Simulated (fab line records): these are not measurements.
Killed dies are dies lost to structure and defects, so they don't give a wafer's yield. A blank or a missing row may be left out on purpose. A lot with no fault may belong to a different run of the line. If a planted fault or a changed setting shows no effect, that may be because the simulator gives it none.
fab line records | flow n5-finfet
[record] lots = 3 | wafers = 9 | last-day = 17
route steps=1938 shown BEOL_M5@1151 BEOL_M15@1830 PASSIVATION@1936
lots with no fault: from the same line, run without faults
start-h: the number of hours between the record's first day and the start of the first shown wafer of the lot | wait-h: hours from the lot's prior step to this one | " same as the row above | L1.1+2: several wafers, shown together as one row | - value missing, or start not given | * or withheld: withheld | < > ~ a bound
route shown NAME@n: NAME is a module with steps in the file, n the number in the route of the first one | usual: mean/standard deviation taken from wafers without a fault | same: alike in all rows | chamber/n: place in a boat | sites: per-site readings | _std_site: standard deviation across them | _edge_site: mean of outer sites minus mean of inner sites | radius-mm: how far each site lies from the wafer's centre | mask NAME#n: copy n | behind: tool/chamber where the wafer was last shaped | hold: why the lot was held/for how many hours/how that ended | device: the n, p or np transistor that did not switch | end of line: tests of these same wafers at the route's end | for a step that has no rows: nothing shown but its recipe | killed: not the wafer's yield, but the dies lost to structure and defects at the first sort | map: per-die view of a wafer (x killed, . not killed, _ where there is no die)
set.NAME: the setting that was run; set.NAME@STEP: the one run at that earlier step | model.NAME: the simulator's own value behind a step, which no gauge read
lots seen at some steps along the route; tables by step, rows by wafer
services: when a tool's chamber went out of use (start-h, in hours from the record's first day, below 0 if earlier), for how many hours, and the reason
[[steps]]
[step N5_BEOL_M5_DESCUM_33]
[recipe] chemistry = O2 | time-s = 7 | source-power-w = 50 | bias-power-w = 20 | pressure-mtorr = 20 | rf-frequency-hz = 2.712e+07 | temp-c = 40 | resist = CAR-EUV | o2-flow-sccm = 225
[step N5_BEOL_M5_ETCH_75]
[recipe] chemistry = N2/H2 | target = underlayer | target-depth-a = 65 | mask-material = CAR-EUV | time-s = 5.2 | ion-energy-ev = 200 | pressure-mtorr = 30 | source-w = 840 | bias-w = 150 | n2-flow-sccm = 200 | h2-flow-sccm = 200 | ends = cleared
[step N5_BEOL_M5_ETCH_67]
[recipe] chemistry = CF4 | target = SiARC | target-depth-a = 156 | mask-material = CAR-EUV | time-s = 26 | ion-energy-ev = 80 | pressure-mtorr = 40 | source-w = 545 | bias-w = 36 | Ar_flow_sccm = 100 | cf4-flow-sccm = 100 | ends = cleared
[step N5_BEOL_M5_ETCH_68]
[recipe] chemistry = N2/H2 | target = SOC | target-depth-a = 800 | overetch-a = 160 | mask-material = SiARC | temp-c = 40 | time-s = 120 | ion-energy-ev = 200 | pressure-mtorr = 30 | source-w = 840 | bias-w = 150 | n2-flow-sccm = 200 | h2-flow-sccm = 200
[step N5_BEOL_M5_STRIP_69]
[recipe] chemistry = N2/H2 | temp-c = 40 | n2-flow-sccm = 200 | h2-flow-sccm = 200 | rf-frequency-hz = 6e+07
[step N5_BEOL_M5_STRIP_76]
[recipe] chemistry = N2/H2 | temp-c = 40 | n2-flow-sccm = 200 | h2-flow-sccm = 200 | rf-frequency-hz = 6e+07
[step N5_BEOL_M5_VIA_ETCH_34]
[recipe] chemistry = C4F6/O2 | target = SiCOH_lowk | target-depth-a = 883 | mask-material = SOC | taper-deg = 4 | time-s = 39.2 | ion-energy-ev = 250 | pressure-mtorr = 30 | source-w = 345 | bias-w = 185 | Ar_flow_sccm = 300 | C4F6_flow_sccm = 10 | O2_flow_sccm = 10
[step N5_BEOL_M5_STRIP_85]
[recipe] chemistry = C4F6/O2 | resist = SiARC | rf-frequency-hz = 6e+07
[step N5_BEOL_M5_STRIP_36]
[recipe] chemistry = N2/H2 | power-w = 450 | temp-c = 40 | pressure-mtorr = 20 | rf-frequency-hz = 6e+07 | overash-fraction = 0.3 | bias-power-w = 7 | h2-frac = 0.5 | n2-flow-sccm = 200 | h2-flow-sccm = 200
[step N5_BEOL_M5_TRENCH_ETCH_37]
[recipe] chemistry = C4F6/O2 | target-depth-a = 716.52 | target = SiCOH_lowk | time-s = 24.7 | ion-energy-ev = 250 | pressure-mtorr = 30 | source-w = 345 | bias-w = 185 | Ar_flow_sccm = 300 | C4F6_flow_sccm = 10 | O2_flow_sccm = 10
[usual] chamber-pressure-mTorr = 30.000/0.027 | drypump-motor-current-A = 5.8/0.47 | oes-product-au = 0.80/0.09 | rf-vpp-V = 664/8.7 | showerhead-plenum-p-Torr = 2.82/0.091 | throttle-valve-pct = 20.81/0.18
lot.wafer | tool        | chamber | start-h | wait-h | chamber-pressure-mTorr | drypump-motor-current-A | oes-product-au | rf-hours-counter-h | rf-vpp-V | showerhead-plenum-p-Torr | throttle-valve-pct | model.etch.depth-nm | model.BEOL_M5.feature-depth-nm | model.TiN_of_BEOL_M5_HM_DEP_02.thk-nm
L657.1    | rie-diel-02 | 2       | 160.48  | -      | 30.041                 | 6.0                     | 0.96           | 9                  | 661      | 2.79                     | 20.82              | 71.94               | 72                             | 18.4
L657.2    | "           | 0       | "       | "      | 30.068                 | 5.9                     | 0.71           | 215                | 660      | 2.82                     | 21.01              | 71.07               | 71                             | 18.4
L657.3    | "           | 3       | "       | "      | 29.971                 | 5.5                     | 0.69           | 201                | 666      | 2.93                     | 20.87              | 70.85               | 70.8                           | 18.2
L674.3    | rie-diel-02 | 2       | 279.47  | -      | 30.012                 | 6.0                     | 0.89           | 42                 | 661      | 2.77                     | 20.87              | 72.28               | 72.2                           | 18.2
L674.4    | "           | 0       | "       | "      | 29.967                 | 5.9                     | 0.79           | 249                | 659      | 2.81                     | 21.11              | 89.06               | 89                             | 17.8
L674.5    | "           | 1       | "       | "      | 29.975                 | 6.1                     | 0.91           | -                  | 659      | 2.80                     | 20.88              | 72.52               | 72.6                           | 18.4
L680.1    | rie-diel-06 | 1       | 304.94  | -      | 29.980                 | 6.6                     | 0.83           | 81                 | 684      | 2.99                     | 20.95              | 70.58               | 70.6                           | 17.6
L680.4    | "           | 2       | "       | "      | 30.044                 | 5.7                     | 0.66           | 254                | 665      | 2.80                     | 20.70              | 69.31               | 69.4                           | 17.6
L680.5    | "           | 0       | "       | "      | 30.031                 | 5.8                     | 0.87           | -                  | 658      | 2.77                     | 20.66              | 72.08               | 72                             | 17.8
[step N5_BEOL_M5_ETCH_41]
[recipe] chemistry = CH3F/O2 | target = SiCN | target-depth-a = 315 | taper-deg = 2 | time-s = 56.7 | ion-energy-ev = 120 | mask-material = TiN | pressure-mtorr = 30 | source-w = 395 | bias-w = 75 | Ar_flow_sccm = 150 | CH3F_flow_sccm = 30 | O2_flow_sccm = 20
[step N5_BEOL_M5_STRIP_91]
[recipe] chemistry = N2/H2 | time-s = 10 | power-w = 450 | temp-c = 40 | pressure-mtorr = 20 | rf-frequency-hz = 6e+07 | bias-power-w = 7 | n2-flow-sccm = 200 | h2-flow-sccm = 200
[step N5_BEOL_M5_OCD_MEAS_38]
[usual] trench-depth-nm = 71.5/1.1
lot.wafer | tool   | chamber | start-h | wait-h | trench-depth-nm
L657.1    | ocd-02 | -       | 160.63  | -      | 71.7
L657.2    | "      | -       | "       | "      | 70.8
L657.3    | "      | -       | "       | "      | 70.5
L674.3    | ocd-02 | -       | 279.63  | -      | 72.5
L674.4    | "      | -       | "       | "      | 89.4
L674.5    | "      | -       | "       | "      | 72.8
L680.1    | ocd-02 | -       | 305.09  | -      | 70.3
L680.4    | "      | -       | "       | "      | 69.2
L680.5    | "      | -       | "       | "      | 72.0
[step N5_BEOL_M5_HM_STRIP_39]
[recipe] chemistry = peroxide-tin-strip | material = TiN | target-depth-a = 250 | temp-c = 50 | time-s = 158
[step N5_BEOL_M5_SRD_40]
[recipe] time-s = 30 | temp-c = 23 | rinse-liquid = diw | dry = ipa-marangoni
[step N5_BEOL_M5_PRECLEAN_42]
[recipe] chemistry = residue-remover | time-s = 60 | temp-c = 40
[step N5_BEOL_M5_SRD_43]
[recipe] time-s = 30 | temp-c = 23 | rinse-liquid = diw | dry = ipa-marangoni
[step N5_BEOL_M5_CURE_80]
[recipe] temp-c = 370 | time-s = 120 | ambient = DMADMS/He | material = SiCOH_lowk
[step N5_BEOL_M5_DEGAS_44]
[recipe] ambient = vacuum | temp-c = 250 | time-s = 60
[step N5_BEOL_M5_PRE_CLEAN_45]
[recipe] gas = H2/He | time-s = 30 | temp-c = 250
[step N5_BEOL_M5_ALD_86]
[recipe] material = TaN | target-thk-a = * | temp-c = 275 | ald-precursor-family = PDMAT | ald-co-reactant = NH3 | pressure-torr = 3 | carrier-flow-sccm = 1500 | pulse-time-s = 2 | purge-time-s = 3 | co-reactant-purge-time-s = 2 | co-reactant-pulse-time-s = 3 | ald-cycles = 30 | precursor-vessel-temp-c = 75 | precursor-vessel-pressure-torr = 26.25 | precursor-vessel-carrier-sccm = 1000
[step N5_BEOL_M5_SURFACE_TREAT_87]
[recipe] gas = Ar | time-s = * | ion-energy-ev = * | ion-current-ma-cm2 = 0.5 | pressure-mtorr = * | ar-flow-sccm = 30
[step N5_BEOL_M5_CVD_47]
[recipe] material = Co | target-thk-a = 30 | temp-c = withheld | precursor = CCTBA/H2 | pressure-torr = 30 | time-s = 216
[step N5_BEOL_M5_SPUTTER_48]
[recipe] material = Cu | target-thk-a = 150 | temp-c = -20 | chamber-pressure-pa = 0.07 | power-w = withheld | time-s = 27.62
[step N5_BEOL_M5_ANNEAL_49]
[recipe] temp-c = 400 | time-s = 1800 | ambient = vacuum
[step N5_BEOL_M5_SPUTTER_81]
[recipe] material = Cu | target-thk-a = 150 | temp-c = -20 | chamber-pressure-pa = 0.07 | power-w = withheld | time-s = 27.62
[step N5_BEOL_M5_ANNEAL_82]
[recipe] temp-c = 400 | time-s = 1800 | ambient = vacuum
[step N5_BEOL_M5_SPUTTER_83]
[recipe] material = Cu | target-thk-a = 150 | temp-c = -20 | chamber-pressure-pa = 0.07 | power-w = withheld | time-s = 27.62
[step N5_BEOL_M5_ANNEAL_84]
[recipe] temp-c = 400 | time-s = 1800 | ambient = vacuum
[step N5_BEOL_M5_SPUTTER_88]
[recipe] material = Cu | target-thk-a = 150 | temp-c = -20 | chamber-pressure-pa = 0.07 | power-w = withheld | time-s = 27.62
[step N5_BEOL_M5_ANNEAL_89]
[recipe] temp-c = 400 | time-s = 1800 | ambient = vacuum
[step N5_BEOL_M5_SPUTTER_90]
[recipe] material = Cu | target-thk-a = 45 | temp-c = -20 | chamber-pressure-pa = 0.07 | power-w = withheld | time-s = 8.29
[step N5_BEOL_M5_ECD_50]
[recipe] material = Cu | target-thk-a = 3000
[step N5_BEOL_M5_ANNEAL_51]
[recipe] temp-c = 225 | time-s = 90 | ambient = N2
[step N5_BEOL_M5_CMP_52]
[recipe] stop-on = SiCOH_lowk | t-overpolish-s = 6.9 | down-force-psi = 1 | platen-rpm = 50 | clearing-platen-down-force-psi = 1.5 | clearing-platen-rpm = 50 | post-cmp-clean = cu-alkaline | target-thk-nm = 62 | clearing-platen-pad-velocity-m-s = 0.99484 | pad-velocity-m-s = 0.99484
[usual] barrier-field-endpoint-s = 24.4/0.61 | clearing-platen-down-force-psi = 1.4994/0.003 | motor-current-A = 6.1/0.6 | overpolish-run-s = 6.899/0.0091 | retaining-ring-pressure-frac = 1.000/0.0049 | time-to-endpoint-s = 60.8/2.8
lot.wafer | tool   | chamber | start-h | wait-h | barrier-field-endpoint-s | clearing-platen-down-force-psi | motor-current-A | overpolish-run-s | retaining-ring-pressure-frac | time-to-endpoint-s | model.Cu_of_BEOL_M5_ECD_50.thk-nm
L657.2    | cmp-02 | 3       | 169.20  | 0.2    | 24.5                     | 1.5039                         | 6.0             | 6.893            | 0.997                        | 59.5               | 60.2
L657.3    | "      | 0       | "       | "      | 25.3                     | 1.5051                         | 5.1             | 6.906            | 1.004                        | 64.3               | 59.4
L657.1    | "      | 1       | "       | "      | 24.7                     | 1.5022                         | 6.4             | 6.885            | 1.001                        | 62.0               | 61
L674.4    | cmp-04 | 2       | 287.52  | 0.2    | 25.1                     | 1.4974                         | 6.2             | 6.889            | 1.002                        | 57.3               | 76.4
L674.3    | "      | 0       | "       | "      | 24.8                     | 1.4993                         | 7.6             | 6.901            | 1.008                        | 60.7               | 60
L674.5    | "      | 1       | "       | "      | 24.9                     | 1.4974                         | 6.3             | 6.899            | 0.999                        | 59.3               | 63
L680.1    | cmp-02 | 0       | 311.70  | 0.3    | 23.4                     | 1.4999                         | 5.1             | 6.890            | 0.999                        | 59.4               | 59
L680.4    | "      | 1       | "       | "      | 24.2                     | 1.4987                         | 6.0             | 6.896            | 1.006                        | 61.6               | 57.6
L680.5    | "      | 0       | "       | "      | 24.0                     | 1.4980                         | 5.2             | 6.906            | 1.001                        | 61.2               | 61.2
[step N5_BEOL_M5_THK_MEAS_53]
[recipe] thk-meas-gauge = xrf | reads = Cu_of_BEOL_M5_ECD_50
[usual] M5_THK = 61.7/1.6
lot.wafer | tool          | chamber | start-h | wait-h | M5_THK[nm]
L657.1    | film-metro-01 | -       | 169.46  | -      | 61.4
L657.2    | "             | -       | "       | "      | 60.8
L657.3    | "             | -       | "       | "      | 59.8
L674.3    | film-metro-01 | -       | 287.78  | -      | 60.3
L674.4    | "             | -       | "       | "      | 76.6
L674.5    | "             | -       | "       | "      | 63.3
L680.1    | film-metro-02 | -       | 312.00  | -      | 59.7
L680.4    | "             | -       | "       | "      | 58.2
L680.5    | "             | -       | "       | "      | 62.0
[step N5_BEOL_M5_PRE_CLEAN_77]
[recipe] gas = NH3/H2 | time-s = 15 | temp-c = * | rf-power-w = 300
[step N5_BEOL_M5_CO_CAP_78]
[recipe] material = Co | target-thk-a = 20 | temp-c = 200 | precursor = CCTBA/H2 | pressure-torr = 30 | time-s = 102.1
[step N5_BEOL_M5_RS_MEAS_57]
[recipe] thk-meas-gauge = four-point-probe | reads = Co_of_BEOL_M5_CO_CAP_78+Cu_of_BEOL_M5_ECD_50+Co_of_BEOL_M5_CVD_47+TaN_of_BEOL_M5_ALD_86
[usual] M5_RS = 0.392/0.012
lot.wafer | tool          | chamber | start-h | wait-h | M5_RS[ohm/sq]
L657.1    | film-metro-01 | -       | 169.72  | 0.0    | 0.394
L657.2    | "             | -       | "       | "      | 0.400
L657.3    | "             | -       | "       | "      | 0.407
L674.3    | film-metro-02 | -       | 288.05  | 0.1    | 0.402
L674.4    | "             | -       | "       | "      | 0.301
L674.5    | "             | -       | "       | "      | 0.378
L680.1    | film-metro-02 | -       | 312.26  | 0.0    | 0.410
L680.4    | "             | -       | "       | "      | 0.424
L680.5    | "             | -       | "       | "      | 0.392
[step N5_BEOL_M15_RC_MEAS_101]
[usual] COMB_M10 = 1.5e-11/3.2e-12 | COMB_M11 = 1.5e-11/3.1e-12 | COMB_M12 = 6.4e-12/1.4e-12 | COMB_M13 = 4.9e-12/9.4e-13 | COMB_M14 = 3.9e-12/8.9e-13 | COMB_M15 = 2.8e-12/5.6e-13 | COMB_M6 = 2.6e-11/5.4e-12 | COMB_M7 = 2.6e-11/5.7e-12 | COMB_M8 = 2.6e-11/5.5e-12 | COMB_M9 = 1.49e-11/3e-12 | SERP_M10 = 3.09/0.083 | SERP_M11 = 3.07/0.067 | SERP_M12 = 0.635/0.013 | SERP_M13 = 0.309/0.0048 | SERP_M14 = 0.160/0.0033 | SERP_M5 = 39.4/1.6 | SERP_M5_max_site = 41.0/1.8 | SERP_M6 = 13.7/0.39 | SERP_M7 = 13.8/0.43 | SERP_M8 = 13.9/0.5 | SERP_M9 = 3.06/0.076
lot.wafer | tool      | chamber | start-h | wait-h | COMB_M10[S/m] | COMB_M11[S/m] | COMB_M12[S/m] | COMB_M13[S/m] | COMB_M14[S/m] | COMB_M15[S/m] | COMB_M6[S/m] | COMB_M7[S/m] | COMB_M8[S/m] | COMB_M9[S/m] | SERP_M10[ohm/um] | SERP_M11[ohm/um] | SERP_M12[ohm/um] | SERP_M13[ohm/um] | SERP_M14[ohm/um] | SERP_M5[ohm/um] | SERP_M5_max_site[ohm/um] | SERP_M6[ohm/um] | SERP_M7[ohm/um] | SERP_M8[ohm/um] | SERP_M9[ohm/um]
L657.1    | prober-02 | 0       | 238.06  | 0.2    | 1.4e-11       | 1.8e-11       | 7.2e-12       | 5.1e-12       | 4.4e-12       | 3.7e-12       | 2e-11        | 2.7e-11      | 2.6e-11      | 1.01e-11     | 3.21             | 2.98             | 0.645            | 0.303            | 0.161            | 41.5            | 42.9                     | 13.9            | 13.6            | 13.5            | 3.04
L657.2    | "         | 0       | "       | "      | 1.2e-11       | 1.6e-11       | 6.8e-12       | 4.3e-12       | 3.1e-12       | 3.3e-12       | 2.1e-11      | 2.5e-11      | 4.1e-11      | 1.34e-11     | 3.18             | 3.08             | 0.629            | 0.317            | 0.164            | 41.4            | 43.4                     | 13.7            | 15.0            | 13.4            | 3.01
L657.3    | "         | 0       | "       | "      | 1.7e-11       | 1.3e-11       | 5.9e-12       | 5.4e-12       | 3.1e-12       | 2.9e-12       | 2.5e-11      | 2.9e-11      | 2.8e-11      | 1.41e-11     | 3.26             | 3.13             | 0.648            | 0.311            | 0.160            | 43.1            | 44.5                     | 14.2            | 13.9            | 13.6            | 3.13
L674.3    | prober-02 | 0       | 368.07  | 0.3    | 1e-11         | 1.5e-11       | 5.6e-12       | 6.9e-12       | 3.1e-12       | 2.6e-12       | 2.4e-11      | 2.9e-11      | 2.7e-11      | 1.39e-11     | 3.13             | 3.04             | 0.637            | 0.311            | 0.157            | 38.3            | 40.4                     | 13.0            | 13.2            | 12.6            | 3.13
L674.4    | "         | 0       | "       | "      | 1.6e-11       | 1e-11         | 5.6e-12       | 7.3e-12       | 3.3e-12       | 3.4e-12       | 1.7e-11      | 3.8e-11      | 2e-11        | 1.66e-11     | 3.09             | 3.03             | 0.620            | 0.317            | 0.159            | 30.1            | 32.0                     | 13.6            | 13.2            | 13.5            | 3.05
L674.5    | "         | 0       | "       | "      | 1e-11         | 1.3e-11       | 5e-12         | 5.3e-12       | 3.3e-12       | 4.6e-12       | 2.5e-11      | 3.3e-11      | 2.4e-11      | 1.3e-11      | 3.04             | 3.11             | 0.636            | 0.315            | 0.161            | 37.7            | 38.8                     | 13.1            | 13.7            | 13.0            | 3.06
L680.1    | prober-01 | 0       | 392.29  | 0.0    | 1.7e-11       | 1.9e-11       | 9.2e-12       | 4.4e-12       | 3.3e-12       | 2.8e-12       | 2.6e-11      | 2.4e-11      | 1.7e-11      | 1.36e-11     | 3.20             | 3.17             | 0.636            | 0.308            | 0.156            | 40.7            | 44.3                     | 13.9            | 13.3            | 14.0            | 2.99
L680.4    | "         | 0       | "       | "      | 1.6e-11       | 2e-11         | 5.5e-12       | 3.7e-12       | 4.5e-12       | 2.7e-12       | 2e-11        | 3.1e-11      | 2.5e-11      | 1.97e-11     | 3.11             | 3.09             | 0.636            | 0.309            | 0.161            | 43.4            | 44.9                     | 13.7            | 13.3            | 13.7            | 2.92
L680.5    | "         | 0       | "       | "      | 1.2e-11       | 1.5e-11       | 5.6e-12       | 2.9e-12       | 4e-12         | 1.6e-12       | 3e-11        | 2e-11        | 3.1e-11      | 1.57e-11     | 3.13             | 3.10             | 0.627            | 0.307            | 0.158            | 40.3            | 41.9                     | 13.8            | 13.4            | 14.2            | 2.98
// sites SERP_M5 radius-mm=0,75,75,75,75,140,140,140,140
L657.1 41.0 42.9 41.4 41.5 42.5 41.6 40.9 40.5 42.4
L674.3 38.3 38.2 38.2 39.0 38.5 38.2 38.8 40.4 37.7
L680.1 40.7 41.6 40.3 40.7 40.6 42.8 42.1 44.3 40.7
[step N5_PASSIVATION_PROBE_49]
[usual] defect-limited-yield = 91.3/1.4 | killed_at_M0_to_M3 = 35/11 | killed_at_M4_up = 14/5.4 | killed-at-contacts = 12/6.2 | killed-at-front-end = 38/11 | killed-at-other = 4.1/2.8 | killed-dies = 103/17 | killed-open = 66/13 | killed-short = 34/8.2 | sort_bin_5_function = 5.1/0.89 | sort_bin_6_memory = 3.3/0.72 | sort-n-pass = 1077/17 | sort-yield-pct = 91.3/1.4
[same] gross-dies = 1180 | killed-at-back-side = 0 | sort_bin_4_leakage[%] = 0 | sort_bin_8_speed[%] = 0
lot.wafer | tool      | chamber | start-h | wait-h | defect-limited-yield[%] | killed_at_M0_to_M3 | killed_at_M4_up | killed-at-contacts | killed-at-front-end | killed-at-other | killed-dies | killed-open | killed-short | sort_bin_5_function[%] | sort_bin_6_memory[%] | sort-n-pass | sort-yield-pct[%]
L657.1    | prober-02 | -       | 252.12  | 0.0    | 94.8                    | 30                 | 8               | 2                  | 19                  | 2               | 61          | 37          | 23           | 3.1                    | 1.9                  | 1119        | 94.8
L657.2    | prober-02 | -       | 252.17  | 0.1    | 94.5                    | 18                 | 9               | 2                  | 32                  | 4               | 65          | 42          | 21           | 3.6                    | 1.8                  | 1115        | 94.5
L657.3    | prober-02 | -       | 252.22  | 0.1    | 93.9                    | 20                 | 19              | 2                  | 30                  | 1               | 72          | 46          | 26           | 3.5                    | 2.5                  | 1108        | 93.9
L674.3    | prober-01 | -       | 383.39  | 0.1    | 91.4                    | 29                 | 8               | 11                 | 52                  | 1               | 101         | 68          | 30           | 4.9                    | 3.5                  | 1079        | 91.4
L674.4    | prober-01 | -       | 383.44  | 0.2    | 93.5                    | 24                 | 6               | 7                  | 39                  | 1               | 77          | 46          | 27           | 3.9                    | 2.5                  | 1103        | 93.5
L674.5    | prober-01 | -       | 383.49  | 0.2    | 93.6                    | 20                 | 13              | 8                  | 29                  | 5               | 75          | 46          | 28           | 4.2                    | 1.9                  | 1105        | 93.6
L680.1    | prober-02 | -       | 408.96  | 0.0    | 91.1                    | 42                 | 17              | 8                  | 38                  | 0               | 105         | 66          | 38           | 5.3                    | 3.3                  | 1075        | 91.1
L680.4    | prober-02 | -       | 409.11  | 0.2    | 92.1                    | 32                 | 15              | 8                  | 29                  | 9               | 93          | 59          | 34           | 4.4                    | 2.9                  | 1087        | 92.1
L680.5    | prober-02 | -       | 409.16  | 0.2    | 91.4                    | 33                 | 18              | 20                 | 28                  | 2               | 101         | 69          | 31           | 4.7                    | 3.5                  | 1079        | 91.4
// killed by level:class
L657.1 BEOL_M2:geometric-particle:open=9 BEOL_M0_SAQP:geometric-particle:short=7 BEOL_M0_SAQP:geometric-particle:open=6 FIN_SAQP:geometric-particle:open=5 BEOL_M0:geometric-particle:open=5 ILD0:geometric-particle:short=3 GATE_CUT:geometric-particle:open=3 BEOL_M7:geometric-particle:short=3
L657.2 FIN_SAQP:geometric-particle:open=8 FIN_SAQP:geometric-particle:short=6 DUMMY_GATE:geometric-particle:open=5 STI_FIN_REVEAL:geometric-particle:open=4 GATE_CUT:geometric-particle:short=4 BEOL_M0_SAQP:geometric-particle:open=4 BEOL_M0_SAQP:geometric-particle:short=3 BEOL_M1:geometric-particle:short=3
L657.3 STI_FIN_REVEAL:geometric-particle:open=14 BEOL_M0_SAQP:geometric-particle:short=7 BEOL_M4:geometric-particle:open=4 STARTING-WAFER:geometric-particle:open=4 BEOL_M0_SAQP:geometric-particle:open=3 BEOL_M2:geometric-particle:open=3 BEOL_M5:geometric-particle:open=3 FIN_SAQP:geometric-particle:short=2
L674.3 FIN_SAQP:geometric-particle:open=12 BEOL_M2:geometric-particle:open=12 BEOL_M0_SAQP:geometric-particle:open=9 MOL_CONTACT_COAG:geometric-particle:open=8 GATE_CUT:geometric-particle:short=7 FIN_CUT:geometric-particle:short=6 STI_FIN_REVEAL:geometric-particle:open=5 GATE_CUT:geometric-particle:open=5
L674.4 FIN_SAQP:geometric-particle:short=7 FIN_SAQP:geometric-particle:open=7 STI_FIN_REVEAL:geometric-particle:open=7 BEOL_M1:geometric-particle:open=6 MOL_CONTACT_COAG:geometric-particle:open=6 BEOL_M2:geometric-particle:open=4 BEOL_M3:geometric-particle:open=4 FIN_CUT:geometric-particle:short=3
L674.5 MOL_CONTACT_COAG:geometric-particle:open=7 GATE_CUT:geometric-particle:short=5 BEOL_M2:geometric-particle:open=5 BEOL_M0_SAQP:geometric-particle:short=4 BEOL_M1:geometric-particle:open=4 BEOL_M8:geometric-particle:open=4 STARTING-WAFER:geometric-particle:short=4 FIN_SAQP:geometric-particle:short=3
L680.1 STI_FIN_REVEAL:geometric-particle:open=16 BEOL_M0_SAQP:geometric-particle:short=14 BEOL_M0_SAQP:geometric-particle:open=9 BEOL_M4:geometric-particle:open=8 MOL_CONTACT_COAG:geometric-particle:open=7 BEOL_M3:geometric-particle:open=6 BEOL_M4:geometric-particle:short=5 FIN_SAQP:geometric-particle:open=4
L680.4 BEOL_M4:geometric-particle:open=11 BEOL_M0_SAQP:geometric-particle:short=9 BEOL_M0_SAQP:geometric-particle:open=8 GATE_CUT:geometric-particle:short=7 MOL_CONTACT_COAG:geometric-particle:open=7 BEOL_M1:geometric-particle:short=6 PASS1_DEP:geometric-particle:short=5 FIN_SAQP:geometric-particle:open=4
L680.5 MOL_CONTACT_COAG:geometric-particle:open=15 BEOL_M4:geometric-particle:open=10 BEOL_M0_SAQP:geometric-particle:short=7 BEOL_M2:geometric-particle:open=7 BEOL_M3:geometric-particle:open=6 STARTING-WAFER:geometric-particle:open=6 MOL_CONTACT_COAG:geometric-particle:short=5 BEOL_M0_SAQP:geometric-particle:open=5
[[services]]
tool        | chamber | start-h | hours | kind
rie-diel-06 | 2       | 142.69  | 23.3  | repair
cmp-04      | -       | 148.38  | 1.8   | repair
cmp-02      | -       | 202.10  | 0.9   | repair
cmp-04      | -       | 202.11  | 4.0   | pm
cmp-04      | -       | 206.11  | -     | consumable-replace:conditioner
cmp-04      | -       | 206.11  | -     | consumable-replace:pad
cmp-04      | -       | 207.42  | 3.5   | pm
cmp-02      | -       | 213.47  | 1.6   | repair
rie-diel-02 | -       | 215.56  | 14.6  | pm
cmp-02      | -       | 225.03  | 1.2   | repair
cmp-02      | -       | 253.86  | 1.7   | repair
cmp-02      | -       | 263.48  | 4.0   | pm
cmp-02      | -       | 267.48  | -     | consumable-replace:conditioner
cmp-02      | -       | 267.48  | -     | consumable-replace:pad
rie-diel-06 | -       | 276.05  | 14.6  | pm
rie-diel-02 | -       | 279.98  | 0.2   | repair
cmp-02      | -       | 282.39  | 0.8   | repair
rie-diel-02 | 0       | 283.46  | -     | clean
rie-diel-02 | 0       | 283.46  | -     | consumable-replace:focus-ring
rie-diel-02 | 0       | 283.46  | 27.3  | scheduled-down
rie-diel-02 | 0       | 283.46  | 27.3  | vent-cycle
cmp-04      | -       | 299.89  | 2.2   | repair
rie-diel-06 | 2       | 307.59  | 1.2   | repair
rie-diel-06 | 2       | 308.94  | -     | clean
[[key]]
[first-sign] step = N5_BEOL_M5_OCD_MEAS_38 | reading = trench-depth-nm | direction = up | sigmas = 17 | usual = 71.5 | struck = 89.4
[effect] step = N5_BEOL_M5_THK_MEAS_53 | reading = M5_THK | direction = up | sigmas = 9.3 | usual = 61.7 | struck = 76.6
[effect] step = N5_BEOL_M5_RS_MEAS_57 | reading = M5_RS | direction = down | sigmas = 7.6 | usual = 0.392 | struck = 0.301
[effect] step = N5_BEOL_M15_RC_MEAS_101 | reading = SERP_M5 | direction = down | sigmas = 6 | usual = 39.4 | struck = 30.1
[model-effect] step = N5_BEOL_M5_TRENCH_ETCH_37 | value = etch.depth-nm | without = 71.04 | struck = 89.06
[model-effect] step = N5_BEOL_M5_CMP_52 | value = Cu_of_BEOL_M5_ECD_50.thk-nm | without = 58.4 | struck = 76.4
met-at N5_BEOL_M5_TRENCH_ETCH_37
struck-wafers L674.4
onset-between 160.48 279.47
[fault] kind = process-parameter-drift | tool = rie-diel-02 | chamber = 0 | onset-h = 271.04 | steps = N5_BEOL_M5_TRENCH_ETCH_37 | channel = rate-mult | offset = 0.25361 | shape = step | end-h = 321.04
